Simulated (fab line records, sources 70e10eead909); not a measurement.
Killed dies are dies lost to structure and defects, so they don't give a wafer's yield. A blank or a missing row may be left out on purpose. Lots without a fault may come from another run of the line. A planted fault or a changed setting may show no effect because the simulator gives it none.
A struck lot beside a sound one | flow nand_harc | 17 steps out of a route of 1302
Sound: wafers L378.3, L378.5, L378.6. Struck: wafers L382.1, L382.5, L382.6. The cause comes at the end.
At each step with rows: each side's tool, then ch and its chambers, then its first start. Under that, the readings that differ: sound wafers | struck wafers | difference of the means | sigmas: that difference in standard deviations of wafers without a fault.
alike: readings whose means differ by less than 2 such deviations, and words and numbers that are the same on both sides. not compared: withheld readings, readings that some wafer has no value for, bounds like >300 that may hide the same value, and numbers for which the record gives no deviation and whose values overlap.
The two part at a step that has a row with sigmas, a row that says differs or no value, or rows on one side only. Numbers that don't overlap but have no deviation are shown without sigmas and don't part them. A reading that every wafer of one side lacks parts them only if that side has two wafers or more.

NHARC_P_GATE_CD_MEAS_46: target cd 720 nm.
  sound on cd_sem-02 ch 0, day 5 13:15; struck on cd_sem-03 ch 0, day 7 04:09
  alike: cd_nm
then, 1 step without rows for these wafers: NHARC_P_GATE_HARDBAKE_47 (time 80 s).
NHARC_P_GATE_DESCUM_48: chemistry O2, time 3 s.
  sound on rie_diel-12 ch 0,3, day 5 13:25; struck on rie_diel-08 ch 0,1,3, day 7 04:21
  alike: chamber_pressure_mTorr, drypump_motor_current_A, oes_product_au, rf_vpp_V, showerhead_plenum_p_Torr, throttle_valve_pct
  not compared: rf_hours_counter_h
then, 1 step without rows for these wafers: NHARC_P_GATE_IMPLANT_49.
NHARC_P_GATE_STRIP_111: strips in N2/H2, time 250 s.
  sound on plasma_asher-02 ch 0,1, day 5 13:52; struck on plasma_asher-01 ch 0,1, day 7 04:44
  alike: drypump_motor_current_A, heater_power_w, rf_refl_power_W
  not compared: rf_hours_counter_h
NHARC_P_GATE_STRIP_75: strips in O2.
  sound on plasma_asher-02 ch 0,1, day 5 14:05; struck on plasma_asher-01 ch 0,1, day 7 04:59
  alike: drypump_motor_current_A, heater_power_w, rf_refl_power_W
  not compared: rf_hours_counter_h
then, 6 steps without rows for these wafers: NHARC_P_GATE_STRIP_50 (strips in SPM, time 900 s); NHARC_P_GATE_DEHYDRATE_51 (time 120 s); NHARC_P_GATE_HMDS_52 (time 30 s); NHARC_P_GATE_COAT_53; NHARC_P_GATE_SOFTBAKE_54 (time 95 s); NHARC_P_GATE_EBR_55.
NHARC_P_GATE_EXPOSE_56: exposes mask P PSD, target cd 720 nm.
  sound on krf_scanner-04 ch 0, day 5 14:51; struck on krf_scanner-01 ch 0, day 7 05:37
  reading | sound                   | struck                           | difference | sigmas
  mask    | P_PSD#0 P_PSD#0 P_PSD#0 | P_PSD_R1#0 P_PSD_R1#0 P_PSD_R1#0 | differs    |
then, 2 steps without rows for these wafers: NHARC_P_GATE_PEB_57 (peb time 85 s); NHARC_P_GATE_DEVELOP_58 (time 70 s).
NHARC_P_GATE_CD_MEAS_59: target cd 720 nm.
  sound on cd_sem-01 ch 0, day 5 15:00; struck on cd_sem-02 ch 0, day 7 05:47
  reading    | sound             | struck            | difference | sigmas
  cd_nm (nm) | 720.9 721.3 719.1 | 786.6 786.4 787.6 | +66.4      | +28
then, 1 step without rows for these wafers: NHARC_P_GATE_HARDBAKE_60 (time 80 s).

WHERE THEY PART
First at NHARC_P_GATE_EXPOSE_56; last, within this record, at NHARC_P_GATE_CD_MEAS_59.

WHY: what the simulator had put in
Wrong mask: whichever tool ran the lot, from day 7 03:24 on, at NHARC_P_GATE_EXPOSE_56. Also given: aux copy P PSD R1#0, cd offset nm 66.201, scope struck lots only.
